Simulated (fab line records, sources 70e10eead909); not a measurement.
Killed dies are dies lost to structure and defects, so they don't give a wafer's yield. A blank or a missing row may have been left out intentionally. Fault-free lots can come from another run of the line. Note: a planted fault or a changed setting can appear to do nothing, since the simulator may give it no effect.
fab line records    flow nandHarc
record: lots: 13  wafers: 39  lastDay: 24
route steps=1159 shown A_ONON_D1@446 A_CHANNEL_HOLE_D1@462 END@1159
lots with no fault: from the same line, run without faults
startH: hours from the record's first day to the start of the lot's first wafer shown    waitH: hours elapsed since this lot's preceding step    " unchanged from the row above    L1.1+2: several wafers, shown together as one row    - either no value or no given start    * or withheld: withheld    < > ~ a bound
route shown NAME@n: NAME is a module with steps in the file, n the number in the route of the first one    usual: the fault-free wafers' mean and standard deviation    same: alike in all rows    chamber/n: place in a boat    sites: per-site readings    _std_site: standard deviation across them    _edge_site: inner sites' mean taken away from outer sites' mean    radiusMm: how far each site lies from the wafer's centre    mask NAME#n: copy n    behind: tool/chamber where the wafer was last shaped    hold: why the lot was held/for how many hours/how that ended    device: whichever transistor did not switch (one of n, p or np)    end of line: at the end of the route, the tests of the same wafers    a step without rows: its recipe alone    killed: count of dies lost to structure and defects at first sort (not the wafer's yield)    map: a wafer's dies, marking killed ones x, the rest . and places with no die _
set.NAME: the setting as run; set.NAME@STEP: as run at that earlier step    model.NAME: the simulator's own value behind a step, which no gauge read
steps of the route over a sample of lots; a table a step, a row a wafer
services: when a tool's chamber went out of use (startH, in hours from the record's first day, below 0 if earlier), for how many hours, and the reason
== steps ==
step: NHARC_A_ONON_D1_DEP_33
recipe: targetThkA: 2000  tempC: 400  pressureTorr: 6.5  rfW: 900  teosFlowSccm: 161.4  flowSccm: 2650  targetThkNm: 200  gas: O2  material: SiO2
usual: heaterPowerW: 578/64  throttleValvePct: 15.7/0.72
lot.wafer  tool      chamber  startH  waitH  heaterPowerW  sinceWetCleanH  throttleValvePct
L636.1     pecvd-04  2        166.14  0.1    527           139             15.9
L636.3     "         0        "       "      492           139             15.5
L636.5     "         0        "       "      497           -               15.4
L637.1     pecvd-04  1        178.19  0.1    610           151             15.4
L637.6     "         1        "       "      618           -               15.1
L637.4     "         0        "       "      537           -               15.4
L638.2     pecvd-03  2        178.41  0.1    665           54              16.2
L638.5     "         1        "       "      565           -               16.8
L638.6     "         2        "       "      665           -               16.3
L639.3     pecvd-01  0        178.42  0.1    719           109             15.4
L639.6     "         1        "       "      591           -               15.3
L639.4     "         2        "       "      551           -               15.0
L640.3     pecvd-03  0        187.90  0.1    631           64              16.4
L640.2     "         2        "       "      662           64              16.1
L640.6     "         1        "       "      500           -               16.7
L641.3     pecvd-01  2        187.99  0.1    539           119             14.7
L641.2     "         0        "       "      599           119             15.4
L641.6     "         2        "       "      551           -               15.1
L643.2     pecvd-03  0        205.41  0.1    542           81              16.6
L643.3     "         1        "       "      554           81              16.6
L643.4     "         2        "       "      645           -               16.4
L644.3     pecvd-03  1        217.18  0.1    517           93              16.8
L644.2     "         2        "       "      544           93              16.1
L644.5     "         0        "       "      627           -               16.3
L646.2     pecvd-04  0        246.43  0.2    557           38              14.6
L646.3     "         2        "       "      520           38              15.7
L646.5     "         0        "       "      538           -               14.6
L647.1     pecvd-04  1        246.71  0.3    676           39              15.3
L647.3     "         0        "       "      615           39              14.8
L647.4     "         2        "       "      507           -               15.8
L652.2     pecvd-01  1        263.68  0.1    558           13              15.0
L652.1     "         2        "       "      518           14              14.5
L652.6     "         2        "       "      517           -               14.7
L655.3     pecvd-03  2        268.90  0.1    645           145             16.2
L655.4     "         1        "       "      541           -               17.2
L655.5     "         2        "       "      648           -               16.7
L658.1     pecvd-01  0        297.08  0.2    723           47              15.4
L658.3     "         2        "       "      464           47              15.0
L658.4     "         0        "       "      719           -               15.3
step: NHARC_A_CHANNEL_HOLE_D1_CD_MEAS_10
recipe: targetCdNm: 100  landingEnergyEv: 500
usual: cdNm: 100.0/0.66
same: landingEnergyEv: 500
lot.wafer  tool      chamber  startH  waitH  cdNm
L636.1     cdSem-02  0        170.10  -      99.4
L636.3     "         0        "       "      99.9
L636.5     "         0        "       "      100.2
L637.1     cdSem-01  0        183.56  -      99.0
L637.4     "         0        "       "      101.1
L637.6     "         0        "       "      99.8
L638.2     cdSem-03  0        184.95  -      100.4
L638.5     "         0        "       "      101.4
L638.6     "         0        "       "      100.3
L639.3     cdSem-02  0        185.36  -      100.6
L639.4     "         0        "       "      100.6
L639.6     "         0        "       "      100.7
L640.2     cdSem-03  0        193.33  -      101.0
L640.3     "         0        "       "      99.3
L640.6     "         0        "       "      100.7
L641.2     cdSem-01  0        193.49  -      99.9
L641.3     "         0        "       "      100.1
L641.6     "         0        "       "      99.7
L643.2     cdSem-02  0        208.56  -      100.7
L643.3     "         0        "       "      100.3
L643.4     "         0        "       "      100.0
L644.2     cdSem-02  0        221.76  -      99.6
L644.3     "         0        "       "      98.9
L644.5     "         0        "       "      99.3
L646.2     cdSem-01  0        249.66  -      99.1
L646.3     "         0        "       "      99.0
L646.5     "         0        "       "      99.6
L647.1     cdSem-02  0        250.47  -      99.1
L647.3     "         0        "       "      99.4
L647.4     "         0        "       "      100.7
L652.1     cdSem-02  0        266.82  -      99.3
L652.2     "         0        "       "      101.5
L652.6     "         0        "       "      100.4
L655.3     cdSem-01  0        272.64  -      99.6
L655.4     "         0        "       "      99.7
L655.5     "         0        "       "      99.7
L658.1     cdSem-03  0        301.40  -      101.0
L658.3     "         0        "       "      101.7
L658.4     "         0        "       "      100.8
step: NHARC_A_CHANNEL_HOLE_D1_ETCH_16
recipe: targetDepthA: 31000  overEtchFrac: 0.3  timeS: 806  ionEnergyEv: 150  o2FlowSccm: 400  cosFlowSccm: 20  arFlowSccm: 0  rfW: 500  biasW: 300  chemistry: O2/COS
usual: drypumpMotorCurrentA: 5.7/0.39  oesProductAu: 0.998/0.015  rfVppV: 314.7/1.8  showerheadPlenumPTorr: 3.16/0.11  throttleValvePct: 28.330/0.0097
lot.wafer  tool        chamber  startH  waitH  drypumpMotorCurrentA  oesProductAu  rfHoursCounterH  rfVppV  showerheadPlenumPTorr  throttleValvePct
L636.3     rieDiel-03  2        170.87  -      5.5                   0.988         10               313.6   3.06                   28.340
L636.1     "           0        "       "      6.1                   0.976         10               315.1   3.24                   28.336
L636.5     "           1        "       "      4.7                   0.994         -                317.4   3.34                   28.327
L637.1     rieDiel-03  2        184.33  -      5.5                   0.990         11               312.3   3.06                   28.330
L637.4     "           0        "       "      6.1                   0.975         11               315.7   3.24                   28.315
L637.6     "           2        "       "      5.6                   1.000         -                313.8   3.06                   28.326
L638.2     rieDiel-06  0        185.85  -      5.5                   0.978         7                315.9   3.20                   28.338
L638.6     "           1        "       "      5.7                   0.998         -                312.5   3.07                   28.340
L638.5     "           2        "       "      5.2                   1.010         -                315.7   3.27                   28.332
L639.3     rieDiel-01  1        186.11  -      5.5                   0.973         3                313.0   3.13                   28.345
L639.4     "           2        "       "      5.7                   1.009         2                315.3   3.12                   28.336
L639.6     "           2        "       "      5.7                   1.013         -                314.7   3.12                   28.334
L640.3     rieDiel-01  0        194.10  -      6.5                   0.997         3                317.0   3.34                   28.334
L640.2     "           2        "       "      5.7                   1.027         2                314.3   3.12                   28.324
L640.6     "           0        "       "      6.4                   0.992         -                318.9   3.34                   28.312
L641.2     rieDiel-03  1        194.71  -      4.7                   1.002         10               316.7   3.33                   28.322
L641.3     "           2        "       "      5.6                   0.982         13               312.3   3.06                   28.343
L641.6     "           3        "       "      5.8                   1.006         -                312.5   2.98                   28.333
L643.4     rieDiel-06  1        209.27  -      5.7                   1.000         8                313.5   3.07                   28.339
L643.2     "           2        "       "      5.2                   1.020         9                316.1   3.27                   28.343
L643.3     "           3        "       "      5.7                   1.029         8                315.4   3.11                   28.343
L644.3     rieDiel-01  1        222.66  -      5.5                   0.981         6                314.4   3.13                   28.344
L644.2     "           3        "       "      5.8                   1.007         6                312.2   3.11                   28.339
L644.5     "           1        "       "      5.6                   0.983         -                314.4   3.13                   28.332
L646.2     rieDiel-03  3        250.61  -      5.8                   0.999         1                311.7   2.98                   28.320
L646.3     "           0        "       "      6.1                   1.002         -                314.8   3.24                   28.316
L646.5     "           3        "       "      5.8                   0.994         -                313.3   2.98                   28.330
L647.1     rieDiel-06  2        251.18  -      5.2                   1.001         0                315.5   3.27                   28.340
L647.3     "           3        "       "      5.7                   1.027         0                314.6   3.11                   28.348
L647.4     "           0        "       "      5.5                   0.988         0                314.3   3.20                   28.334
L652.1     rieDiel-06  2        267.60  -      5.2                   1.010         2                316.5   3.27                   28.311
L652.2     "           3        "       "      5.6                   1.240         2                314.6   3.11                   28.341
L652.6     "           1        "       "      5.6                   1.000         -                313.6   3.06                   28.342
L655.3     rieDiel-06  1        273.35  -      5.7                   1.004         3                313.9   3.06                   28.334
L655.4     "           2        "       "      5.2                   1.001         3                315.9   3.27                   28.344
L655.5     "           2        "       "      5.2                   1.209         -                316.2   3.27                   28.334
L658.4     rieDiel-01  1        302.15  -      5.6                   0.984         10               313.4   3.13                   28.334
L658.3     "           2        "       "      5.7                   1.026         10               314.6   3.12                   28.311
L658.1     "           0        "       "      6.5                   0.991         13               317.6   3.34                   28.338
step: NHARC_A_CHANNEL_HOLE_D1_ETCH_33
recipe: biasV: 400  sourceW: 2000  pressureMtorr: 25  timeS: 90  arFlowSccm: 375  c4f8FlowSccm: 41.7  o2FlowSccm: 83.3  tempC: -20  targetDepthA: 4000  chemistry: C4F8/O2/Ar
usual: drypumpMotorCurrentA: 6.05/0.27  showerheadPlenumPTorr: 3.74/0.084  throttleValvePct: 27.619/0.0087
lot.wafer  tool        chamber  startH  waitH  drypumpMotorCurrentA  rfHoursCounterH  showerheadPlenumPTorr  throttleValvePct
L636.1     harEtch-02  1        175.49  0.2    5.92                  99               3.64                   27.621
L636.3     "           0        "       "      5.77                  -                3.73                   27.625
L636.5     "           0        "       "      5.79                  -                3.73                   27.617
L637.1     harEtch-01  0        188.89  0.2    5.98                  198              3.86                   27.612
L637.4     "           0        "       "      6.01                  -                3.87                   27.629
L637.6     "           1        "       "      6.47                  -                3.78                   27.622
L638.2     harEtch-02  0        190.37  0.2    5.78                  107              3.72                   27.618
L638.6     "           1        "       "      5.92                  -                3.64                   27.616
L638.5     "           0        "       "      5.78                  -                3.72                   27.628
L639.3     harEtch-01  1        193.13  0.2    6.48                  -                3.78                   27.612
L639.4     "           0        "       "      6.05                  -                3.86                   27.614
L639.6     "           0        "       "      6.06                  -                3.86                   27.622
L640.2     harEtch-01  1        198.67  0.2    6.47                  206              3.77                   27.613
L640.3     "           1        "       "      6.47                  -                3.77                   27.614
L640.6     "           0        "       "      6.02                  -                3.86                   27.622
L641.2     harEtch-02  1        199.24  0.2    5.90                  114              3.63                   27.615
L641.3     "           0        "       "      5.77                  -                3.72                   27.633
L641.6     "           0        "       "      5.76                  -                3.72                   27.605
L643.2     harEtch-01  0        213.91  0.2    6.03                  211              3.86                   27.629
L643.3     "           0        "       "      5.99                  -                3.86                   27.616
L643.4     "           1        "       "      6.48                  -                3.77                   27.611
L644.2     harEtch-01  1        227.24  0.2    6.49                  218              3.77                   27.634
L644.3     "           0        "       "      6.05                  -                3.85                   27.613
L644.5     "           1        "       "      6.49                  -                3.77                   27.627
L646.2     harEtch-01  0        255.46  0.2    6.02                  226              3.85                   27.621
L646.3     "           1        "       "      6.50                  -                3.76                   27.618
L646.5     "           0        "       "      6.01                  -                3.85                   27.608
L647.1     harEtch-02  0        255.83  0.2    5.76                  133              3.71                   27.612
L647.3     "           1        "       "      5.90                  -                3.62                   27.607
L647.4     "           0        "       "      5.77                  -                3.71                   27.609
L652.1     harEtch-01  0        272.17  0.2    6.01                  238              3.84                   27.628
L652.2     "           1        "       "      6.49                  238              3.76                   27.619
L652.6     "           0        "       "      5.99                  -                3.84                   27.621
L655.3     harEtch-01  1        278.06  0.2    6.49                  -                3.75                   27.608
L655.4     "           0        "       "      6.01                  -                3.84                   27.629
L655.5     "           0        "       "      6.01                  -                3.84                   27.617
L658.1     harEtch-02  0        306.76  0.2    5.76                  158              3.69                   27.600
L658.4     "           0        "       "      5.78                  -                3.69                   27.604
L658.3     "           1        "       "      5.90                  -                3.61                   27.612
step: NHARC_END_SORT_01
recipe: tempC: 25
usual: killedAtArray: 29/11  killedAtOther: 0.5/0.89  killedAtPeriphery: 3.3/2  killedDies: 32/11  killedOpen: 3.1/1.9  killedShort: 2.3/1.6
same: grossDies: 677
lot.wafer  tool       chamber  startH  waitH  killedAtArray  killedAtOther  killedAtPeriphery  killedDies  killedOpen  killedShort
L638.2     prober-01  0        441.92  2.8    12             0              2                  14          3           4
L638.5     prober-01  0        444.30  3.7    16             0              2                  18          4           2
L638.6     prober-01  0        445.09  4.0    16             0              5                  21          2           4
L636.1     prober-01  0        448.89  2.5    15             0              4                  19          2           2
L636.3     prober-01  0        450.47  3.1    15             0              1                  16          3           0
L636.5     prober-01  0        452.05  3.7    19             0              5                  24          4           3
L637.1     prober-02  0        451.51  2.5    30             0              0                  30          2           0
L637.4     prober-02  0        453.89  3.4    32             0              1                  33          3           2
L637.6     prober-02  0        455.47  4.0    28             0              6                  34          3           4
L641.2     prober-01  0        457.43  2.8    12             1              5                  18          1           4
L641.3     prober-01  0        458.24  3.1    11             2              4                  17          1           2
L641.6     prober-01  0        460.65  4.0    17             0              0                  17          3           3
L639.3     prober-01  0        467.16  3.1    32             0              3                  35          4           3
L639.4     prober-01  0        467.95  3.4    24             0              6                  30          2           2
L639.6     prober-01  0        469.54  4.0    28             0              3                  31          0           2
L643.2     prober-02  0        479.19  2.8    42             0              8                  50          4           3
L643.3     prober-02  0        479.98  3.1    33             3              3                  39          0           1
L643.4     prober-02  0        480.78  3.4    44             0              1                  45          2           1
L640.2     prober-01  0        479.19  2.8    31             1              2                  34          3           1
L640.3     prober-01  0        479.99  3.1    32             0              5                  37          1           1
L640.6     prober-01  0        482.41  4.0    40             3              1                  44          1           4
L644.2     prober-02  0        487.02  2.8    27             1              1                  29          2           4
L644.3     prober-02  0        487.82  3.1    29             2              1                  32          2           2
L644.5     prober-02  0        489.42  3.7    34             0              2                  36          4           2
L646.2     prober-02  0        511.87  2.8    30             0              0                  30          0           0
L646.3     prober-02  0        512.67  3.1    29             0              0                  29          2           4
L646.5     prober-02  0        514.26  3.7    30             0              3                  33          5           3
L647.1     prober-01  0        518.90  2.5    39             0              6                  45          0           5
L647.3     prober-01  0        520.50  3.1    34             0              1                  35          2           2
L647.4     prober-01  0        521.31  3.4    30             0              3                  33          3           4
L652.1     prober-01  0        546.45  2.4    36             1              0                  37          1           3
L652.2     prober-01  0        547.26  2.8    34             1              3                  38          3           1
L652.6     prober-01  0        550.50  4.1    30             0              2                  32          4           2
L655.3     prober-02  0        548.21  3.1    44             1              2                  47          3           3
L655.4     prober-02  0        549.00  3.4    54             0              4                  58          7           1
L655.5     prober-02  0        549.79  3.7    57             0              2                  59          9           1
L658.1     prober-01  0        562.03  2.4    33             0              6                  39          4           1
L658.3     prober-01  0        563.62  3.1    28             0              5                  33          0           0
L658.4     prober-01  0        564.42  3.4    34             0              7                  41          2           2
killed by level:class
L638.2 A_CHANNEL_HOLE_D1:chamberFilmFlake=3 A_SGD_CUT:chamberFilmFlake=3 A_CHANNEL_FILL_D1:geometricParticle:short=2 P_STI:geometricParticle:open=1 P_CONTACT:geometricParticle:short=1 A_ONON_D1:geometricParticle:short=1 A_CHANNEL_FILL_D1:geometricParticle:open=1 A_BLC:geometricParticle:open=1
L638.5 A_CHANNEL_HOLE_D1:chamberFilmFlake=3 A_SGD_CUT:chamberFilmFlake=3 A_SLIT:chamberFilmFlake=3 A_M0:geometricParticle:open=2 A_STAIRCASE:chamberFilmFlake=2 P_CONTACT:geometricParticle:short=1 P_CONTACT:geometricParticle:open=1 A_WL_FILL:geometricParticle:open=1
L638.6 A_SGD_CUT:chamberFilmFlake=5 A_CHANNEL_HOLE_D1:chamberFilmFlake=4 A_CONTACT:chamberFilmFlake=3 P_M0:geometricParticle:open=2 P_STI:chamberFilmFlake=2 P_GATE:geometricParticle:short=1 A_SOURCE_PLATE:geometricParticle:short=1 A_ONON_D1:geometricParticle:short=1
L636.1 A_SLIT:chamberFilmFlake=8 P_STI:chamberFilmFlake=2 A_CHANNEL_HOLE_D1:chamberFilmFlake=2 P_M0:geometricParticle:open=1 A_WL_FILL:geometricParticle:short=1 A_CONTACT:geometricParticle:short=1 A_CONTACT:geometricParticle:open=1 P_ZERO_WELL:chamberFilmFlake=1
L636.3 A_SLIT:chamberFilmFlake=9 A_WL_FILL:chamberFilmFlake=2 P_GATE:geometricParticle:open=1 A_ONON_D1:geometricParticle:open=1 A_CONTACT:geometricParticle:open=1 A_CONTACT:chamberFilmFlake=1 A_M0:chamberFilmFlake=1
L637.1 A_CHANNEL_HOLE_D1:chamberFilmFlake=14 A_SLIT:chamberFilmFlake=6 A_CONTACT:chamberFilmFlake=5 A_CHANNEL_FILL_D1:geometricParticle:open=1 A_WL_FILL:geometricParticle:open=1 A_ZERO_WELL:chamberFilmFlake=1 A_CHANNEL_FILL_D1:chamberFilmFlake=1 A_STAIRCASE:chamberFilmFlake=1
L636.5 A_SLIT:chamberFilmFlake=6 P_STI:chamberFilmFlake=4 A_CHANNEL_FILL_D1:geometricParticle:short=3 A_CHANNEL_FILL_D1:geometricParticle:open=2 A_CHANNEL_HOLE_D1:chamberFilmFlake=2 A_CONTACT:chamberFilmFlake=2 A_ONON_D1:geometricParticle:open=1 A_CONTACT:geometricParticle:open=1
L637.4 A_CHANNEL_HOLE_D1:chamberFilmFlake=15 A_SLIT:chamberFilmFlake=7 A_CONTACT:chamberFilmFlake=3 A_CHANNEL_FILL_D1:geometricParticle:short=1 A_SLIT:geometricParticle:open=1 A_WL_FILL:geometricParticle:short=1 A_CONTACT:geometricParticle:open=1 A_M1:geometricParticle:open=1
L637.6 A_CHANNEL_HOLE_D1:chamberFilmFlake=14 A_SLIT:chamberFilmFlake=8 P_M1:geometricParticle:short=2 A_STAIRCASE:chamberFilmFlake=2 P_CONTACT:geometricParticle:short=1 P_M1:geometricParticle:open=1 A_WL_FILL:geometricParticle:short=1 A_WL_FILL:geometricParticle:open=1
L641.2 A_WL_FILL:chamberFilmFlake=6 P_M2:geometricParticle:short=2 A_WL_FILL:geometricParticle:short=2 A_STAIRCASE:chamberFilmFlake=2 A_WL_FILL:geometricParticle:open=1 P_ZERO_WELL:chamberFilmFlake=1 P_STI:chamberFilmFlake=1 P_GATE:chamberFilmFlake=1
L641.3 A_CHANNEL_HOLE_D1:chamberFilmFlake=4 P_ZERO_WELL:chamberFilmFlake=3 A_CONTACT:chamberFilmFlake=2 THIN_TSV:chamberFilmFlake=2 A_SGD_CUT:geometricParticle:short=1 A_CONTACT:geometricParticle:open=1 A_CONTACT:geometricParticle:short=1 P_GATE:chamberFilmFlake=1
L641.6 A_WL_FILL:chamberFilmFlake=4 A_CHANNEL_HOLE_D1:chamberFilmFlake=3 A_WL_FILL:geometricParticle:short=2 A_CONTACT:geometricParticle:open=2 A_CONTACT:chamberFilmFlake=2 A_SOURCE_PLATE:geometricParticle:open=1 A_BLC:geometricParticle:short=1 A_STAIRCASE:chamberFilmFlake=1
L639.3 A_CHANNEL_HOLE_D1:chamberFilmFlake=13 A_CONTACT:chamberFilmFlake=7 A_ONON_D1:geometricParticle:short=2 A_M0:geometricParticle:open=2 A_STAIRCASE:chamberFilmFlake=2 P_GATE:geometricParticle:open=1 A_CHANNEL_FILL_D1:geometricParticle:short=1 A_WL_FILL:geometricParticle:open=1
L639.4 A_CHANNEL_HOLE_D1:chamberFilmFlake=13 A_CONTACT:chamberFilmFlake=7 P_GATE:chamberFilmFlake=3 A_CONTACT:geometricParticle:short=2 P_CONTACT:geometricParticle:open=1 P_M0:geometricParticle:open=1 P_CONTACT:chamberFilmFlake=1 A_ZERO_WELL:chamberFilmFlake=1
L639.6 A_CHANNEL_HOLE_D1:chamberFilmFlake=13 A_CONTACT:chamberFilmFlake=10 P_CONTACT:chamberFilmFlake=2 A_STAIRCASE:chamberFilmFlake=2 A_CHANNEL_FILL_D1:geometricParticle:short=1 A_CONTACT:geometricParticle:short=1 P_GATE:chamberFilmFlake=1 A_ZERO_WELL:chamberFilmFlake=1
L643.2 A_CHANNEL_HOLE_D1:chamberFilmFlake=16 A_SLIT:chamberFilmFlake=9 A_CONTACT:chamberFilmFlake=4 P_GATE:chamberFilmFlake=3 A_STAIRCASE:chamberFilmFlake=3 P_BONDPAD:chamberFilmFlake=2 A_SGD_CUT:chamberFilmFlake=2 P_CONTACT:geometricParticle:short=1
L640.2 A_CHANNEL_HOLE_D1:chamberFilmFlake=13 A_SLIT:chamberFilmFlake=8 A_STAIRCASE:chamberFilmFlake=4 P_STI:geometricParticle:open=1 P_M0:geometricParticle:open=1 A_SGD_CUT:geometricParticle:short=1 A_BLC:geometricParticle:open=1 A_CHANNEL_FILL_D1:chamberFilmFlake=1
L643.3 A_SLIT:chamberFilmFlake=15 A_CHANNEL_HOLE_D1:chamberFilmFlake=10 A_SGD_CUT:chamberFilmFlake=3 THIN_TSV:chamberFilmFlake=3 A_STAIRCASE:chamberFilmFlake=2 A_CONTACT:chamberFilmFlake=2 P_CONTACT:geometricParticle:short=1 P_ZERO_WELL:chamberFilmFlake=1
L640.3 A_CHANNEL_HOLE_D1:chamberFilmFlake=16 A_SLIT:chamberFilmFlake=9 A_STAIRCASE:chamberFilmFlake=4 P_M0:chamberFilmFlake=3 P_CONTACT:geometricParticle:open=1 A_SOURCE_PLATE:geometricParticle:short=1 P_CONTACT:chamberFilmFlake=1 A_WL_FILL:chamberFilmFlake=1
L643.4 A_CHANNEL_HOLE_D1:chamberFilmFlake=19 A_SLIT:chamberFilmFlake=12 A_STAIRCASE:chamberFilmFlake=5 A_CHANNEL_FILL_D1:chamberFilmFlake=2 A_WL_FILL:chamberFilmFlake=2 A_CONTACT:geometricParticle:short=1 A_CONTACT:geometricParticle:open=1 A_M0:geometricParticle:open=1
L640.6 A_CHANNEL_HOLE_D1:chamberFilmFlake=16 A_SLIT:chamberFilmFlake=9 A_STAIRCASE:chamberFilmFlake=4 A_CONTACT:chamberFilmFlake=3 THIN_TSV:chamberFilmFlake=3 A_WL_FILL:chamberFilmFlake=2 P_GATE:geometricParticle:short=1 A_CHANNEL_HOLE_D1:geometricParticle:open=1
L644.2 A_CHANNEL_HOLE_D1:chamberFilmFlake=16 A_CONTACT:chamberFilmFlake=3 A_CONTACT:geometricParticle:short=2 A_WL_FILL:chamberFilmFlake=2 A_SOURCE_PLATE:geometricParticle:short=1 A_SOURCE_PLATE:geometricParticle:open=1 A_ONON_D1:geometricParticle:short=1 A_CHANNEL_HOLE_D1:geometricParticle:open=1
L644.3 A_CHANNEL_HOLE_D1:chamberFilmFlake=18 A_WL_FILL:chamberFilmFlake=3 A_CONTACT:chamberFilmFlake=3 A_WL_FILL:geometricParticle:short=2 A_STAIRCASE:chamberFilmFlake=2 THIN_TSV:chamberFilmFlake=2 P_M0:geometricParticle:open=1 A_CONTACT:geometricParticle:open=1
L644.5 A_CHANNEL_HOLE_D1:chamberFilmFlake=24 A_CONTACT:chamberFilmFlake=3 A_CONTACT:geometricParticle:open=2 A_WL_FILL:chamberFilmFlake=2 P_STI:geometricParticle:open=1 P_M2:geometricParticle:open=1 A_ONON_D1:geometricParticle:short=1 A_WL_FILL:geometricParticle:short=1
L646.2 A_CHANNEL_HOLE_D1:chamberFilmFlake=21 A_CONTACT:chamberFilmFlake=4 A_STAIRCASE:chamberFilmFlake=2 A_WL_FILL:chamberFilmFlake=2 A_BONDPAD:chamberFilmFlake=1
L646.3 A_CHANNEL_HOLE_D1:chamberFilmFlake=19 A_ONON_D1:geometricParticle:short=1 A_CHANNEL_HOLE_D1:geometricParticle:short=1 A_CHANNEL_FILL_D1:geometricParticle:short=1 A_WL_FILL:geometricParticle:short=1 A_WL_FILL:geometricParticle:open=1 A_M0:geometricParticle:open=1 A_M0:chamberFilmFlake=1
L646.5 A_CHANNEL_HOLE_D1:chamberFilmFlake=19 A_WL_FILL:chamberFilmFlake=3 A_BLC:geometricParticle:open=2 A_CONTACT:chamberFilmFlake=2 P_GATE:geometricParticle:open=1 P_M0:geometricParticle:open=1 A_ONON_D1:geometricParticle:open=1 A_CHANNEL_HOLE_D1:geometricParticle:short=1
L647.1 A_SLIT:chamberFilmFlake=17 A_CHANNEL_HOLE_D1:chamberFilmFlake=12 P_GATE:chamberFilmFlake=3 A_STAIRCASE:chamberFilmFlake=2 A_WL_FILL:chamberFilmFlake=2 A_CONTACT:chamberFilmFlake=2 P_M0:geometricParticle:short=1 A_ONON_D1:geometricParticle:short=1
L647.3 A_SLIT:chamberFilmFlake=13 A_CHANNEL_HOLE_D1:chamberFilmFlake=8 A_STAIRCASE:chamberFilmFlake=5 A_CONTACT:chamberFilmFlake=5 A_WL_FILL:geometricParticle:short=2 P_CONTACT:geometricParticle:open=1 A_BLC:geometricParticle:open=1
L647.4 A_SLIT:chamberFilmFlake=13 A_CHANNEL_HOLE_D1:chamberFilmFlake=9 A_CHANNEL_FILL_D1:geometricParticle:short=3 A_CHANNEL_FILL_D1:geometricParticle:open=2 P_M0:geometricParticle:open=1 A_WL_FILL:geometricParticle:short=1 P_CONTACT:chamberFilmFlake=1 P_M2:chamberFilmFlake=1
L652.1 A_CHANNEL_HOLE_D1:chamberFilmFlake=18 A_STAIRCASE:chamberFilmFlake=8 A_CHANNEL_FILL_D1:chamberFilmFlake=2 A_SGD_CUT:chamberFilmFlake=2 A_ONON_D1:geometricParticle:short=1 A_STAIRCASE:geometricParticle:short=1 A_SLIT:geometricParticle:short=1 A_M0:geometricParticle:open=1
L652.2 A_CHANNEL_HOLE_D1:chamberFilmFlake=18 A_CONTACT:chamberFilmFlake=4 A_M1:chamberFilmFlake=4 A_CHANNEL_FILL_D1:chamberFilmFlake=2 A_STAIRCASE:chamberFilmFlake=2 A_WL_FILL:chamberFilmFlake=2 P_GATE:geometricParticle:open=1 P_M2:geometricParticle:open=1
L655.3 A_CHANNEL_HOLE_D1:chamberFilmFlake=20 A_SLIT:chamberFilmFlake=15 A_STAIRCASE:chamberFilmFlake=3 A_CHANNEL_FILL_D1:geometricParticle:open=2 A_CONTACT:chamberFilmFlake=2 P_STI:geometricParticle:short=1 A_SGD_CUT:geometricParticle:short=1 A_WL_FILL:geometricParticle:short=1
L655.4 A_CHANNEL_HOLE_D1:chamberFilmFlake=24 A_SLIT:chamberFilmFlake=18 A_STAIRCASE:chamberFilmFlake=5 P_M0:geometricParticle:open=2 A_CONTACT:geometricParticle:open=2 A_WL_FILL:chamberFilmFlake=2 P_GATE:geometricParticle:open=1 P_CONTACT:geometricParticle:open=1
L655.5 A_CHANNEL_HOLE_D1:chamberFilmFlake=24 A_SLIT:chamberFilmFlake=15 A_STAIRCASE:chamberFilmFlake=7 A_WL_FILL:geometricParticle:open=2 A_CONTACT:geometricParticle:open=2 A_M0:geometricParticle:open=2 P_CONTACT:geometricParticle:open=1 A_ONON_D1:geometricParticle:short=1
L652.6 A_CHANNEL_HOLE_D1:chamberFilmFlake=15 A_CONTACT:chamberFilmFlake=6 P_M1:chamberFilmFlake=2 A_ONON_D1:geometricParticle:open=1 A_CHANNEL_FILL_D1:geometricParticle:open=1 A_CHANNEL_FILL_D1:geometricParticle:short=1 A_WL_FILL:geometricParticle:open=1 A_CONTACT:geometricParticle:short=1
L658.1 A_SLIT:chamberFilmFlake=19 A_CHANNEL_HOLE_D1:chamberFilmFlake=6 P_ZERO_WELL:chamberFilmFlake=3 A_CONTACT:geometricParticle:open=2 A_STAIRCASE:chamberFilmFlake=2 A_CONTACT:chamberFilmFlake=2 P_GATE:geometricParticle:open=1 A_WL_FILL:geometricParticle:short=1
L658.3 A_SLIT:chamberFilmFlake=15 A_CHANNEL_HOLE_D1:chamberFilmFlake=6 P_ZERO_WELL:chamberFilmFlake=4 A_STAIRCASE:chamberFilmFlake=4 A_CONTACT:chamberFilmFlake=3 P_M1:chamberFilmFlake=1
L658.4 A_SLIT:chamberFilmFlake=18 A_CHANNEL_HOLE_D1:chamberFilmFlake=9 P_ZERO_WELL:chamberFilmFlake=5 A_STAIRCASE:chamberFilmFlake=2 P_M0:geometricParticle:open=1 A_ONON_D1:geometricParticle:short=1 A_CHANNEL_FILL_D1:geometricParticle:short=1 A_M0:geometricParticle:open=1
== services ==
tool        chamber  startH  hours  kind
rieDiel-03  1        143.47  8.0    repair
rieDiel-06  0        146.84  -      clean
rieDiel-06  1        146.84  -      clean
rieDiel-06  2        146.84  -      clean
rieDiel-06  3        146.84  -      clean
pecvd-03    1        149.42  10.9   repair
rieDiel-01  2        160.90  5.5    repair
pecvd-01    -        162.90  1.1    repair
rieDiel-01  2        170.71  1.5    repair
rieDiel-06  0        171.34  -      clean
rieDiel-06  1        171.34  -      clean
rieDiel-03  1        171.90  6.8    repair
pecvd-04    -        195.14  13.0   pm
rieDiel-06  -        212.17  0.3    repair
rieDiel-03  -        215.30  9.0    pm
rieDiel-01  1        231.47  15.1   repair
pecvd-01    -        237.23  13.0   pm
rieDiel-06  -        241.20  9.0    pm
rieDiel-03  1        247.99  15.8   repair
rieDiel-03  2        250.27  6.7    repair
pecvd-03    -        292.00  13.0   pm
harEtch-01  -        305.74  17.0   pm
harEtch-01  0        305.74  17.0   ventCycle
harEtch-01  1        305.74  17.0   ventCycle
== key ==
firstSign: step: NHARC_A_CHANNEL_HOLE_D1_ETCH_16  reading: oesProductAu  direction: up  sigmas: 15  usual: 0.998  struck: 1.224
effect none on later readings
metAt NHARC_A_CHANNEL_HOLE_D1_ETCH_16
struckLots L652,L655
struckWafers L652.2,L655.5
testerLeftOut L652,L655
notActingAt NHARC_A_ONON_D1_DEP_33,NHARC_A_CHANNEL_HOLE_D1_CD_MEAS_10,NHARC_A_CHANNEL_HOLE_D1_ETCH_33
onsetBetween 251.18 267.60
fault: kind: processParameterDrift  tool: rieDiel-06  chamber: -  onsetH: 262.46  steps: NHARC_A_CHANNEL_HOLE_D1_ETCH_16  channel: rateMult  offset: 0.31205  shape: step  endH: 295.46  scope: struckWafersOnly
testerLeftOut: of these lots the tester's yield and bins aren't shown, on N5 and GAA mostly nor the transistor test; their killed dies are dies lost to structure and defects alone, not to doping, threshold or leakage, so they don't give the yield
